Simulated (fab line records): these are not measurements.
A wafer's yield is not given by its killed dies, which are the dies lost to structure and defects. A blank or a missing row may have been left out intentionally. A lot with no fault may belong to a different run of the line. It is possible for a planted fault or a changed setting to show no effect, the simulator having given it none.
Which of the tools did it? -- flow n5Finfet -- 7 lots, 21 wafers sampled, at 2 steps of a route of 1938

## WHAT THE GAUGES SHOWED, per wafer
N5_MIM_BOT_LITHO_OVL_MEAS_11.
lot,measured,on,MIM_BOT_OVL (nm)
L121,day 12 07:21,overlay-01,2 1 -4
L120,day 12 15:25,overlay-02,-6 0 0
L124,day 12 20:12,overlay-02,0 -10 2
L130,day 14 07:38,overlay-02,6 2 7
L129,day 15 10:39,overlay-01,-2 -4 -2
L134,day 15 14:23,overlay-01,6 -3 7
L141,day 17 02:20,overlay-01,1 4 -1

## WHAT TOOL EACH LOT RAN ON (gives the tool, then ch and the chambers of the sampled wafers, and finally the start)
lot,N5_MIM_TOP_ETCH_STRIP_01
L121,"rieDiel-03 ch 0,2, day 12 06:46"
L120,"rieDiel-06 ch 0,1, day 12 14:57"
L124,"rieDiel-06 ch 1,2, day 12 19:38"
L130,"rieDiel-03 ch 0,1,2, day 14 07:11"
L129,"rieDiel-03 ch 0,3, day 15 10:12"
L134,"rieDiel-03 ch 0,1,2, day 15 13:49"
L141,"rieDiel-06 ch 1,2,3, day 17 01:52"
- N5_MIM_TOP_ETCH_STRIP_01: strips in O2.

## THE ANSWER, worked out from the rows above alone
Rule: usual is defined by the lots themselves. The widest of any qualifying gaps counts: lots, ordered by their means at a reading, are off when they make up no more than a third of the lots, leave a main group of 4 or more, and stand apart from it by 3 or more times the standard deviation of that group's means. The tables above print the reading to a certain number of digits; a main group whose means all agree to those digits is not used. Also off: a lot with no number at a reading for which 4 or more lots have one. Any other lot the step has rows for is counted as sound.
Across all readings shown, no lot is off: no conclusion can be drawn from this.

## WHAT THE SIMULATOR HAD INSERTED
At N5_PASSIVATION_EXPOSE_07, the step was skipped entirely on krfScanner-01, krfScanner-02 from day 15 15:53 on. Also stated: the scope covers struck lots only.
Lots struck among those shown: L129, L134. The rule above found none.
